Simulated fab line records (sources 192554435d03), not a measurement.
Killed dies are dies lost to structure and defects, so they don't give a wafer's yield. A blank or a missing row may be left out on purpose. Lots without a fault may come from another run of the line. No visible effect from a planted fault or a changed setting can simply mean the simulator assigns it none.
Code-filled problem report in 8D (eight disciplines) form	flow n5-finfet	the parts of the form that need people (team, actions taken, sign-off) are left out

## 1. PROBLEM STATEMENT
Across 2 wafers from 2 lots, M8_ILD_THK at N5_BEOL_M8_THK_MEAS_01 averages 105.9 nm, while fault-free wafers read 155.9 nm with a standard deviation of 2. That puts it -25 standard deviations away from the usual mean.
First observed at day 13 12:04: wafer L871.3, on film-metro-02. The record holds 32 wafers of 11 lots with a number at this step. The rule behind "out" and "out of limits": a value lying over 4 standard deviations away from the usual mean. The other wafers with a number count as sound.

## 2. WHAT THIS IS AND IS NOT
question	is	is not
which readings at this step	M8_ILD_THK	-
which lots	L871, L873	L857, L859, L860, L864, L865, L867, L876, L877, L879
which wafers of those lots	L871.3, L873.3	L871.1, L871.2, L873.6
read on which gauges	film-metro-01, film-metro-02	-
when	from day 13 12:04	up to then (20 sound wafers); but 10 sound wafers of L873, L876, L877, L879 came after

## 3. WHAT RULES OUT EACH SUSPECT
Counting: a tool at a process step up to the reading stays a suspect if it ran every lot that is out. Sound lots after the first of them don't rule it out here, since some wafers of a struck lot are sound.
- the gauge at N5_BEOL_M8_THK_MEAS_01: ruled out. The wafers that are out were read on 2 gauges (film-metro-01, film-metro-02).
- pvd-sputter-02 at N5_BEOL_M7_DEGAS_44 (time 60 s): kept. It processed each lot that is out (first: L871, day 13 09:10); up to then, its last sound lot is L859 (day 10 06:37).
- pvd-sputter-02 at N5_BEOL_M7_SURFACE_TREAT_79: kept. It processed each lot that is out (first: L871, day 13 09:34); up to then, its last sound lot is L860 (day 10 07:07).
- pecvd-04 at N5_BEOL_M8_ILD_DEP_00 (deposits SiCOH lowk from DEMS/porogen, target thk 179.75 nm, time 33.4 s): kept. It processed each lot that is out (first: L871, day 13 11:30); up to then, its last sound lot is L867 (day 12 17:01).
The count leaves pvd-sputter-02 at N5_BEOL_M7_DEGAS_44, pvd-sputter-02 at N5_BEOL_M7_SURFACE_TREAT_79, and pecvd-04 at N5_BEOL_M8_ILD_DEP_00.

## 4. THE CAUSE (what the simulator had put in)
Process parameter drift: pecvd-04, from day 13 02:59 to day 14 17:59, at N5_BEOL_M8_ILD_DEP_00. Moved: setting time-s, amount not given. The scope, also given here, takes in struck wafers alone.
Counting leaves 3 suspects; this tool is one of them.

## 5. THE CHAIN OF EFFECTS, in route order
Rows list readings where the struck wafers' mean (over those with a number) sits beyond 3 standard deviations from the usual. Readings are gone through only where the record gives a usual standard deviation; hours: the median, over the lots, of the time from a lot's start at the first step in this table giving one to that lot's start at this step; sigmas: the change measured in usual standard deviations.
hours	step	reading	usual	on struck wafers	change	sigmas
0	N5_BEOL_M8_THK_MEAS_01	M8_ILD_THK	155.9 nm	105.9	-50.0	-25

## 6. HOW IT WOULD HAVE BEEN CAUGHT EARLIER
In this record the first reading out of limits at a measuring or inspecting step was taken at day 13 12:04, 9 hours after the fault began at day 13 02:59.
No tool reading at N5_BEOL_M8_ILD_DEP_00 that has a usual standard deviation in the record was out on any struck wafer, so an alarm limit of 4 standard deviations on those readings would not have fired.
Of the lots that are out (2), L873 began N5_BEOL_M8_ILD_DEP_00 on pecvd-04 after day 13 12:04. Had the tool been put on hold then, it would have been spared.
